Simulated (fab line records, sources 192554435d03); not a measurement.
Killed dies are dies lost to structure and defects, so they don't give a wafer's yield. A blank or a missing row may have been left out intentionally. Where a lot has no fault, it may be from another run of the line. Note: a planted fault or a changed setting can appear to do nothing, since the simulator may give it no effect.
Matching of chambers || flow n5_finfet || N5_BEOL_M12_ETCH_68 on rie_diel-04: 4 sister chambers
The step etches SOC in N2/H2, time 285 s. 4 wafers are shown with their chamber, then 11 later ones without.

WAFERS WITH THEIR CHAMBER
{"wafer": "L086.6", "chamber": 2, "drypump_motor_current_A (A)": 5.5}
{"wafer": "L089.1", "chamber": 3, "drypump_motor_current_A (A)": 6.3}
{"wafer": "L089.6", "chamber": 1, "drypump_motor_current_A (A)": 6.6}
{"wafer": "L091.3", "chamber": 0, "drypump_motor_current_A (A)": 6.0}

WAFERS WHOSE CHAMBER IS MISSING
{"wafer": "L091.4", "drypump_motor_current_A (A)": 6.0}
{"wafer": "L091.6", "drypump_motor_current_A (A)": 6.3}
{"wafer": "L092.1", "drypump_motor_current_A (A)": 6.0}
{"wafer": "L092.3", "drypump_motor_current_A (A)": 5.5}
{"wafer": "L092.4", "drypump_motor_current_A (A)": 6.6}
{"wafer": "L095.2", "drypump_motor_current_A (A)": 6.0}
{"wafer": "L095.5", "drypump_motor_current_A (A)": 5.5}
{"wafer": "L095.6", "drypump_motor_current_A (A)": 6.0}
{"wafer": "L097.2", "drypump_motor_current_A (A)": 5.6}
{"wafer": "L097.5", "drypump_motor_current_A (A)": 5.5}
{"wafer": "L097.6", "drypump_motor_current_A (A)": 6.0}

CHAMBER TAKEN BY EACH
{"wafer": "L091.4", "from the rows above": 0, "in truth": 0}
{"wafer": "L091.6", "from the rows above": 3, "in truth": 3}
{"wafer": "L092.1", "from the rows above": 0, "in truth": 0}
{"wafer": "L092.3", "from the rows above": 2, "in truth": 2}
{"wafer": "L092.4", "from the rows above": 1, "in truth": 1}
{"wafer": "L095.2", "from the rows above": 0, "in truth": 0}
{"wafer": "L095.5", "from the rows above": 2, "in truth": 2}
{"wafer": "L095.6", "from the rows above": 0, "in truth": 0}
{"wafer": "L097.2", "from the rows above": 2, "in truth": 2}
{"wafer": "L097.5", "from the rows above": 2, "in truth": 2}
{"wafer": "L097.6", "from the rows above": 0, "in truth": 0}
Correctly placed: 11 of 11. Can't be placed from these rows: 0. Number placed wrongly: 0.
How it was worked out, from the rows above alone: a wafer's distance from a chamber is the root of the sum, over the readings, of the square of ((its reading less the chamber's mean) divided by the reading's scatter). If the next closest chamber is less than 2 further off than the closest, the wafer can't be placed; otherwise it belongs to the closest. A chamber's mean is the mean of its shown wafers. The scatter: root of mean squared gap, hidden wafer to nearest shown wafer, with one shown wafer a chamber.
